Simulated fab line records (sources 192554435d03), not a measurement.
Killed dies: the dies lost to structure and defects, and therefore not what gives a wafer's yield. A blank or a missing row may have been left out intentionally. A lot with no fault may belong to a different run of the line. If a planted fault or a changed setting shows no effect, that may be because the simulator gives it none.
fab line records ; flow n5_finfet
record lots=6; wafers=18; last_day=19
route steps=1938 shown STI_FIN_REVEAL@202 DUMMY_GATE@212 BEOL_M4@1111 PASSIVATION@1936
lots untouched by any fault: they come from a run of this same line in which no faults occurred
start_h: the number of hours between the record's first day and the start of the first shown wafer of the lot ; wait_h: time in hours since the lot's previous step ; " same as the row above ; L1.1+2: one row covering several wafers at once ; - no value, or no start given ; * or withheld: withheld ; < > ~ a bound
route shown NAME@n: a module of which the file shows steps, and the number in the route of the first ; usual: average and standard deviation across the fault-free wafers ; same: alike in all rows ; chamber/n: place in a boat ; sites: each site's reading ; _std_site: their standard deviation ; _edge_site: the outer-site mean with the inner-site mean subtracted ; radius_mm: for every site, how far away it sits from the centre of the wafer ; mask NAME#n: copy n ; behind: the last tool/chamber to shape the wafer ; hold: cause of the lot's hold/its duration in hours/its outcome ; device: whichever transistor did not switch (one of n, p or np) ; end of line: the tests these same wafers got at the end of their route ; step lacking rows: just its recipe ; killed: at the first sort, the dies lost to defects and structure; wafer yield is something else ; map: per-die view of a wafer (x killed, . not killed, _ where there is no die)
set.NAME: the run value of the setting; set.NAME@STEP: its run value at that earlier step ; model.NAME: the simulator's own value behind a step, which no gauge read
a table for each step, a row for each wafer; lots at some steps of the route
services: from which hour (start_h, from the record's first day; less than 0 if before it) a tool's chamber was out of use, for how many hours, and why
## steps
# step N5_STI_FIN_REVEAL_STRIP_35
# recipe chemistry=H3PO4; material=Si3N4; temp_c=165; target_depth_a=40; time_s=39
# step N5_STI_FIN_REVEAL_SRD_21
# recipe dry=ipa_marangoni; time_s=30; temp_c=23; rinse_liquid=diw
# step N5_STI_FIN_REVEAL_OXIDATION_33
# recipe chemistry=O2_PLASMA_REMOTE; temp_c=150; time_s=20; pressure_mtorr=1000; source_power_w=2000; o2_flow_sccm=3000
# usual drypump_motor_current_A=5.9/0.38; heater_power_w=143/12; temp_c_max=150.70/0.25
lot.wafer;tool;chamber;start_h;wait_h;drypump_motor_current_A;heater_power_w;rf_hours_counter_h;temp_c_max
L997.2;plasma_asher-01;1;36.58;0.0;6.3;151;79;150.58
L997.3;plasma_asher-01;1;36.58;0.0;6.3;151;-;150.73
L997.5;plasma_asher-01;1;36.58;0.0;6.3;153;-;150.53
L106.1;plasma_asher-01;1;91.07;0.0;6.3;149;90;150.31
L106.4;plasma_asher-01;1;91.07;0.0;6.3;151;-;150.55
L106.6;plasma_asher-01;1;91.07;0.0;6.3;153;-;150.17
L114.1;plasma_asher-02;1;140.96;0.0;6.0;133;53;150.99
L114.4;plasma_asher-02;1;140.96;0.0;6.0;133;-;150.87
L114.5;plasma_asher-02;1;140.96;0.0;6.0;133;-;150.62
L115.4;plasma_asher-01;1;146.87;0.0;6.3;154;-;150.52
L115.5;plasma_asher-01;1;146.87;0.0;6.3;152;-;150.30
L115.6;plasma_asher-01;0;146.87;0.0;5.5;134;-;150.98
L117.1;plasma_asher-01;1;155.86;0.0;6.3;154;101;150.74
L117.5;plasma_asher-01;0;155.86;0.0;5.4;132;-;150.64
L117.6;plasma_asher-01;1;155.86;0.0;6.3;148;-;150.99
L120.1;plasma_asher-01;1;175.47;0.0;6.3;153;104;150.38
L120.2;plasma_asher-01;0;175.47;0.0;5.5;135;104;150.65
L120.6;plasma_asher-01;0;175.47;0.0;5.4;132;-;150.35
# step N5_STI_FIN_REVEAL_CLEAN_19
# recipe chemistry=O3/DIW; temp_c=25; time_s=120; o3_ppm=10
# step N5_STI_FIN_REVEAL_SRD_23
# recipe dry=ipa_marangoni; time_s=30; temp_c=23; rinse_liquid=diw
# step N5_STI_FIN_REVEAL_CD_MEAS_22
# recipe target_cd_nm=6.238; pitch_nm=28; polarity=line
# usual cd_nm=6.15/0.25
lot.wafer;tool;chamber;start_h;wait_h;cd_nm
L997.2;cd_sem-01;-;36.75;0.0;6.40
L997.3;cd_sem-01;-;36.75;0.0;6.14
L997.5;cd_sem-01;-;36.75;0.0;6.12
L106.1;cd_sem-03;-;91.23;0.0;6.12
L106.4;cd_sem-03;-;91.23;0.0;6.19
L106.6;cd_sem-03;-;91.23;0.0;6.64
L114.1;cd_sem-01;-;141.13;0.0;6.28
L114.4;cd_sem-01;-;141.13;0.0;6.14
L114.5;cd_sem-01;-;141.13;0.0;6.71
L115.4;cd_sem-02;-;147.02;0.0;6.24
L115.5;cd_sem-02;-;147.02;0.0;6.14
L115.6;cd_sem-02;-;147.02;0.0;6.02
L117.1;cd_sem-01;-;156.02;0.0;6.37
L117.5;cd_sem-01;-;156.02;0.0;6.01
L117.6;cd_sem-01;-;156.02;0.0;6.54
L120.1;cd_sem-01;-;175.63;0.0;6.33
L120.2;cd_sem-01;-;175.63;0.0;5.79
L120.6;cd_sem-01;-;175.63;0.0;6.03
# step N5_STI_FIN_REVEAL_FIN_H_MEAS_10
# usual trench_depth_nm=51.9/0.86
lot.wafer;tool;chamber;start_h;wait_h;trench_depth_nm
L997.2;ocd-01;-;36.78;0.0;51.9
L997.3;ocd-01;-;36.78;0.0;51.8
L997.5;ocd-01;-;36.78;0.0;51.8
L106.1;ocd-02;-;91.26;0.0;51.1
L106.4;ocd-02;-;91.26;0.0;52.0
L106.6;ocd-02;-;91.26;0.0;52.3
L114.1;ocd-02;-;141.16;0.0;52.2
L114.4;ocd-02;-;141.16;0.0;52.5
L114.5;ocd-02;-;141.16;0.0;52.5
L115.4;ocd-01;-;147.05;0.0;51.6
L115.5;ocd-01;-;147.05;0.0;52.5
L115.6;ocd-01;-;147.05;0.0;51.5
L117.1;ocd-02;-;156.05;0.0;54.0
L117.5;ocd-02;-;156.05;0.0;52.5
L117.6;ocd-02;-;156.05;0.0;53.4
L120.1;ocd-02;-;175.66;0.0;50.6
L120.2;ocd-02;-;175.66;0.0;51.9
L120.6;ocd-02;-;175.66;0.0;51.2
# step N5_STI_FIN_REVEAL_PRECLEAN_18
# recipe chemistry=SC2; time_s=45; temp_c=35; mix=1:1:50
# step N5_STI_FIN_REVEAL_SRD_28
# recipe dry=ipa_marangoni; time_s=30; temp_c=23; rinse_liquid=diw
# step N5_STI_FIN_REVEAL_INSPECT_13
# recipe inspect_instrument=darkfield; mode=post_clean
# usual raw_defect_count=12/5.2
lot.wafer;tool;chamber;start_h;wait_h;raw_defect_count
L997.2;defect_inspect-02;-;36.87;0.0;8
L997.3;defect_inspect-02;-;36.87;0.0;10
L997.5;defect_inspect-02;-;36.87;0.0;13
L106.1;defect_inspect-02;-;91.35;0.0;5
L106.4;defect_inspect-02;-;91.35;0.0;12
L106.6;defect_inspect-02;-;91.35;0.0;9
L114.1;defect_inspect-01;-;141.25;0.0;7
L114.4;defect_inspect-01;-;141.25;0.0;5
L114.5;defect_inspect-01;-;141.25;0.0;5
L115.4;defect_inspect-02;-;147.14;0.0;13
L115.5;defect_inspect-02;-;147.14;0.0;9
L115.6;defect_inspect-02;-;147.14;0.0;10
L117.1;defect_inspect-02;-;156.14;0.0;7
L117.5;defect_inspect-02;-;156.14;0.0;9
L117.6;defect_inspect-02;-;156.14;0.0;6
L120.1;defect_inspect-02;-;175.75;0.0;16
L120.2;defect_inspect-02;-;175.75;0.0;15
L120.6;defect_inspect-02;-;175.75;0.0;36
# step N5_DUMMY_GATE_PRECLEAN_00
# recipe chemistry=O3/DIW; time_s=60; temp_c=22; o3_ppm=10
# step N5_DUMMY_GATE_SRD_01
# recipe time_s=30; temp_c=23; rinse_liquid=diw; dry=ipa_marangoni
# step N5_DUMMY_GATE_ALD_02
# recipe material=SiO2; target_thk_a=20; temp_c=300; ald_precursor_family=BDEAS; ald_co_reactant=O2-plasma; pulse_time_s=1; pressure_torr=2
# usual chamber_pressure_Torr=2.000/0.0043; heater_power_w=496/30; precursor_pulse_height_rel=1.001/0.019; susceptor_temp_C=299.98/0.17
lot.wafer;tool;chamber;start_h;wait_h;chamber_pressure_Torr;heater_power_w;precursor_pulse_height_rel;susceptor_temp_C
L997.2;ald_sin-02;0;37.16;0.2;1.996;456;1.002;300.20
L997.3;ald_sin-02;1;37.16;0.2;2.002;507;1.003;299.63
L997.5;ald_sin-02;1;37.16;0.2;1.992;513;0.995;299.96
L106.1;ald_sin-04;0;92.65;1.2;2.007;518;1.008;300.14
L106.4;ald_sin-04;0;92.65;1.2;2.003;528;0.995;300.17
L106.6;ald_sin-04;1;92.65;1.2;2.001;495;1.006;299.88
L114.1;ald_sin-03;1;141.34;0.0;1.994;497;1.012;300.13
L114.4;ald_sin-03;3;141.34;0.0;1.996;490;1.030;299.61
L114.5;ald_sin-03;1;141.34;0.0;2.007;494;1.020;299.79
L115.4;ald_sin-02;0;147.23;0.0;2.006;442;0.999;299.74
L115.5;ald_sin-02;1;147.23;0.0;2.007;513;0.997;299.98
L115.6;ald_sin-02;2;147.23;0.0;2.001;444;1.003;291.53
L117.1;ald_sin-02;0;156.24;0.0;2.002;439;1.011;300.04
L117.5;ald_sin-02;3;156.24;0.0;2.001;478;1.008;300.12
L117.6;ald_sin-02;2;156.24;0.0;2.011;444;0.992;291.17
L120.1;ald_sin-03;2;175.85;0.0;1.998;518;1.011;300.15
L120.2;ald_sin-03;0;175.85;0.0;2.009;514;1.008;299.83
L120.6;ald_sin-03;3;175.85;0.0;1.995;484;0.982;299.93
# step N5_DUMMY_GATE_CVD_03
# recipe material=a-Si; target_thk_a=1500; temp_c=530; precursor=SiH4; time_s=8042
# step N5_BEOL_M4_RC_MEAS_101
# usual DIBL_N=35.3/1.8; DIBL_P=35.2/2.2; IOFF_N=0.144/0.029; IOFF_P=0.19/0.031; ION_N=670/12; ION_P=460/7.6; SS_N=71.2/0.62; SS_P=73.0/0.69; VT_N=251/3.4; VT_P=-251.4/2.6
lot.wafer;tool;chamber;start_h;wait_h;DIBL_N[mV/V];DIBL_P[mV/V];IOFF_N[nA/um];IOFF_P[nA/um];ION_N[uA/um];ION_P[uA/um];SS_N[mV/dec];SS_P[mV/dec];VT_N[mV];VT_P[mV]
L997.2;prober-01;0;171.89;0.2;37.8;37.2;0.162;0.23;676;466;71.4;73.9;250;-251.8
L997.3;prober-01;0;171.89;0.2;40.0;38.1;0.197;0.24;681;465;72.3;74.1;250;-249.9
L997.5;prober-01;0;171.89;0.2;36.7;35.9;0.145;0.21;668;467;71.4;73.1;253;-250.3
L106.1;prober-02;0;240.59;0.0;36.7;36.3;0.160;0.20;674;458;72.1;73.6;249;-250.1
L106.4;prober-02;0;240.59;0.0;34.7;34.0;0.131;0.17;670;454;70.5;72.6;250;-256.4
L106.6;prober-02;0;240.59;0.0;37.4;37.5;0.193;0.24;690;472;71.4;74.2;245;-249.8
L114.1;prober-01;0;280.97;0.0;36.4;38.7;0.197;0.24;690;464;71.2;73.6;245;-249.1
L114.4;prober-01;0;280.97;0.0;35.3;37.1;0.167;0.21;678;467;71.2;73.5;249;-251.5
L114.5;prober-01;0;280.97;0.0;36.0;38.2;0.206;0.24;701;480;71.5;74.5;245;-247.5
L115.4;prober-01;0;306.57;0.5;35.6;35.2;0.147;0.20;671;461;71.0;72.5;251;-251.2
L115.5;prober-01;0;306.57;0.5;34.7;34.0;0.135;0.19;677;466;71.4;72.9;249;-251.4
L115.6;prober-01;0;306.57;0.5;33.9;32.9;0.112;0.17;658;460;71.1;72.0;255;-253.4
L117.1;prober-02;0;309.38;0.0;35.1;34.4;0.150;0.20;682;476;70.9;73.4;249;-249.4
L117.5;prober-02;0;309.38;0.0;34.9;34.5;0.154;0.21;688;472;71.8;73.3;249;-246.2
L117.6;prober-02;0;309.38;0.0;34.6;34.4;0.156;0.20;691;471;71.3;73.4;249;-252.0
L120.1;prober-01;0;341.60;0.0;39.6;39.9;0.217;0.28;672;463;72.3;75.1;245;-247.7
L120.2;prober-01;0;341.60;0.0;36.6;35.3;0.146;0.18;668;454;71.4;73.1;250;-252.8
L120.6;prober-01;0;341.60;0.0;36.3;35.1;0.140;0.18;660;447;71.4;73.2;255;-254.5
# step N5_PASSIVATION_PROBE_49
# usual defect_limited_yield=91.0/1.4; killed_at_M0_to_M3=36/10; killed_at_M4_up=15/5; killed_at_contacts=12/6.1; killed_at_front_end=40/13; killed_at_other=3.8/2.9; killed_dies=106/16; killed_on_rim=14/4.1; killed_open=68/12; killed_short=35/8.2; sort_bin_5_function=5.2/0.9; sort_bin_6_memory=3.4/0.71; sort_n_pass=1073/17; sort_yield_pct=91.0/1.5
# same gross_dies=1180; killed_at_back_side=0; sort_bin_4_leakage[%]=0; sort_bin_8_speed[%]=0
lot.wafer;tool;chamber;start_h;wait_h;defect_limited_yield[%];killed_at_M0_to_M3;killed_at_M4_up;killed_at_contacts;killed_at_front_end;killed_at_other;killed_dies;killed_on_rim;killed_open;killed_short;sort_bin_5_function[%];sort_bin_6_memory[%];sort_n_pass;sort_yield_pct[%]
L106.1;prober-01;-;377.19;0.4;93.0;31;9;16;24;3;83;7;57;25;3.8;3.0;1097;93.0
L106.4;prober-01;-;377.34;0.6;91.6;35;10;19;33;2;99;6;63;32;5.0;3.1;1081;91.6
L114.1;prober-01;-;391.47;0.0;93.9;23;8;12;27;2;72;10;39;28;3.2;2.2;1108;93.9
L114.4;prober-01;-;391.62;0.2;91.7;36;14;11;32;5;98;13;58;39;4.3;3.4;1082;91.7
L114.5;prober-01;-;391.67;0.2;90.5;42;13;16;33;8;112;13;73;38;5.5;3.7;1068;90.5
L115.4;prober-01;-;413.02;0.2;88.1;57;14;14;51;4;140;15;94;45;8.6;3.0;1040;88.1
L115.5;prober-01;-;413.07;0.2;90.8;42;24;10;29;4;109;21;65;37;4.7;4.1;1071;90.8
L115.6;prober-01;-;413.12;0.3;91.2;24;7;13;53;7;104;16;72;30;5.0;3.4;1076;91.2
L117.1;prober-02;-;422.31;0.0;91.9;32;8;8;46;1;95;6;52;35;4.2;2.8;1085;91.9
L117.5;prober-02;-;422.51;0.2;90.6;36;14;15;44;2;111;17;74;35;5.2;3.9;1069;90.6
L117.6;prober-02;-;422.56;0.3;89.4;39;17;17;51;1;125;18;82;38;5.4;4.3;1055;89.4
L120.1;prober-02;-;452.82;0.0;92.5;29;11;6;39;4;89;16;56;30;4.1;3.3;1091;92.5
L120.2;prober-02;-;452.87;0.1;91.9;47;13;0;34;1;95;14;53;33;3.6;3.3;1085;91.9
L120.6;prober-02;-;453.07;0.3;91.2;36;14;9;35;10;104;13;60;39;5.4;2.8;1076;91.2
# killed by level:class
L106.1 MOL_CONTACT_COAG:geometric_particle:open=13 BEOL_M2:geometric_particle:open=8 BEOL_M3:geometric_particle:open=7 BEOL_M0_SAQP:geometric_particle:open=5 BEOL_M0_SAQP:geometric_particle:short=4 STARTING-WAFER:geometric_particle:short=4 FIN_SAQP:geometric_particle:open=3 FIN_SAQP:geometric_particle:short=3
L106.4 MOL_CONTACT_COAG:geometric_particle:open=16 BEOL_M2:geometric_particle:open=10 ILD0:geometric_particle:short=6 BEOL_M1:geometric_particle:open=6 BEOL_M4:geometric_particle:open=6 BEOL_M0_SAQP:geometric_particle:short=5 FIN_SAQP:geometric_particle:short=4 BEOL_M0_SAQP:geometric_particle:open=4
L114.1 MOL_CONTACT_COAG:geometric_particle:open=9 BEOL_M2:geometric_particle:open=6 FIN_SAQP:geometric_particle:short=5 DUMMY_GATE:geometric_particle:open=5 BEOL_M0_SAQP:geometric_particle:short=5 GATE_CUT:geometric_particle:short=4 BEOL_M3:geometric_particle:open=4 MOL_CONTACT_COAG:geometric_particle:short=3
L114.4 FIN_SAQP:geometric_particle:short=13 FIN_SAQP:geometric_particle:open=13 MOL_CONTACT_COAG:geometric_particle:open=8 BEOL_M0_SAQP:geometric_particle:open=8 BEOL_M0_SAQP:geometric_particle:short=8 BEOL_M2:geometric_particle:open=5 BEOL_M3:geometric_particle:open=5 BEOL_M1:geometric_particle:open=4
L114.5 BEOL_M3:geometric_particle:open=13 MOL_CONTACT_COAG:geometric_particle:open=10 FIN_SAQP:geometric_particle:short=9 BEOL_M0_SAQP:geometric_particle:short=8 BEOL_M2:geometric_particle:open=7 MOL_CONTACT_COAG:geometric_particle:short=6 MIM_TOP:geometric_particle:short=6 FIN_SAQP:geometric_particle:open=5
L115.4 FIN_SAQP:geometric_particle:open=18 BEOL_M0_SAQP:geometric_particle:short=15 BEOL_M0_SAQP:geometric_particle:open=15 FIN_SAQP:geometric_particle:short=13 BEOL_M2:geometric_particle:open=11 MOL_CONTACT_COAG:geometric_particle:open=10 BEOL_M1:geometric_particle:open=9 STI_FIN_REVEAL:geometric_particle:open=6
L115.5 BEOL_M0_SAQP:geometric_particle:open=13 BEOL_M0_SAQP:geometric_particle:short=13 MOL_CONTACT_COAG:geometric_particle:open=9 BEOL_M4:geometric_particle:open=8 FIN_SAQP:geometric_particle:short=6 BEOL_M1:geometric_particle:open=6 FIN_SAQP:geometric_particle:open=5 BEOL_M6:geometric_particle:open=5
L115.6 FIN_SAQP:geometric_particle:short=12 FIN_SAQP:geometric_particle:open=12 MOL_CONTACT_COAG:geometric_particle:open=11 BEOL_M0_SAQP:geometric_particle:open=10 DUMMY_GATE:geometric_particle:open=7 BEOL_M3:geometric_particle:open=6 GATE_CUT:geometric_particle:open=5 STI_FIN_REVEAL:geometric_particle:open=4
L117.1 DUMMY_GATE:geometric_particle:short=7 DUMMY_GATE:geometric_particle:open=7 MOL_CONTACT_COAG:geometric_particle:open=7 BEOL_M0_SAQP:geometric_particle:short=7 HKMG_FIN:area_etch=6 BEOL_M0_SAQP:geometric_particle:open=5 BEOL_M4:geometric_particle:open=4 STARTING-WAFER:geometric_particle:open=4
L117.5 STI_FIN_REVEAL:geometric_particle:open=15 BEOL_M0_SAQP:geometric_particle:open=11 MOL_CONTACT_COAG:geometric_particle:open=9 FIN_SAQP:geometric_particle:open=7 BEOL_M1:geometric_particle:open=7 STI_FIN_REVEAL:geometric_particle:short=6 GATE_CUT:geometric_particle:short=6 MOL_CONTACT_COAG:geometric_particle:short=6
L117.6 FIN_SAQP:geometric_particle:open=24 MOL_CONTACT_COAG:geometric_particle:open=14 FIN_SAQP:geometric_particle:short=9 BEOL_M3:geometric_particle:open=8 BEOL_M2:geometric_particle:open=8 BEOL_M4:geometric_particle:open=8 BEOL_M0_SAQP:geometric_particle:short=7 STARTING-WAFER:geometric_particle:short=5
L120.1 FIN_SAQP:geometric_particle:open=9 BEOL_M0_SAQP:geometric_particle:open=7 BEOL_M0_SAQP:geometric_particle:short=7 BEOL_M2:geometric_particle:open=6 MOL_CONTACT_COAG:geometric_particle:open=5 STI_FIN_REVEAL:geometric_particle:open=5 BEOL_M3:geometric_particle:open=5 GATE_CUT:geometric_particle:short=4
L120.2 BEOL_M0_SAQP:geometric_particle:short=13 BEOL_M0_SAQP:geometric_particle:open=11 FIN_SAQP:geometric_particle:open=8 BEOL_M2:geometric_particle:open=8 DUMMY_GATE:geometric_particle:open=6 HKMG_FIN:area_etch=6 BEOL_M1:geometric_particle:open=4 BEOL_M3:geometric_particle:short=4
L120.6 BEOL_M0_SAQP:geometric_particle:open=10 BEOL_M4:geometric_particle:open=7 GATE_CUT:geometric_particle:short=6 BEOL_M0_SAQP:geometric_particle:short=6 BEOL_M2:geometric_particle:open=6 BEOL_M3:geometric_particle:open=6 STI_FIN_REVEAL:geometric_particle:open=5 MOL_CONTACT_COAG:geometric_particle:open=5
## services
tool;chamber;start_h;hours;kind
ald_sin-03;2;36.17;30.6;repair
ald_sin-03;-;46.93;2.8;pm
plasma_asher-02;-;51.57;0.5;repair
ald_sin-04;1;63.54;2.9;repair
ald_sin-04;2;64.22;4.0;repair
ald_sin-02;1;65.88;6.1;repair
ald_sin-03;2;83.42;-;calibration
ald_sin-03;-;85.25;14.0;pm
ald_sin-03;0;85.25;14.0;vent_cycle
ald_sin-03;1;85.25;14.0;vent_cycle
ald_sin-03;2;85.25;14.0;vent_cycle
ald_sin-03;3;85.25;14.0;vent_cycle
ald_sin-03;0;99.25;-;clean
ald_sin-03;1;99.25;-;clean
ald_sin-03;2;99.25;-;clean
ald_sin-03;3;99.25;-;clean
ald_sin-03;-;110.50;6.0;pm
ald_sin-03;0;123.41;7.3;repair
ald_sin-04;2;159.43;13.7;repair
ald_sin-03;-;170.87;0.7;repair
## key
first_sign step=N5_DUMMY_GATE_ALD_02; reading=susceptor_temp_C; direction=down; sigmas=49; usual=*; struck=*
effect none on later readings
met_at N5_DUMMY_GATE_ALD_02
struck_wafers L115.6,L117.6
fault kind=process_parameter_drift; tool=ald_sin-02; chamber=2; onset_h=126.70; steps=N5_DUMMY_GATE_ALD_02; channel=temp_c; offset=*; shape=step; end_h=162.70; acts_in=*; stated=*
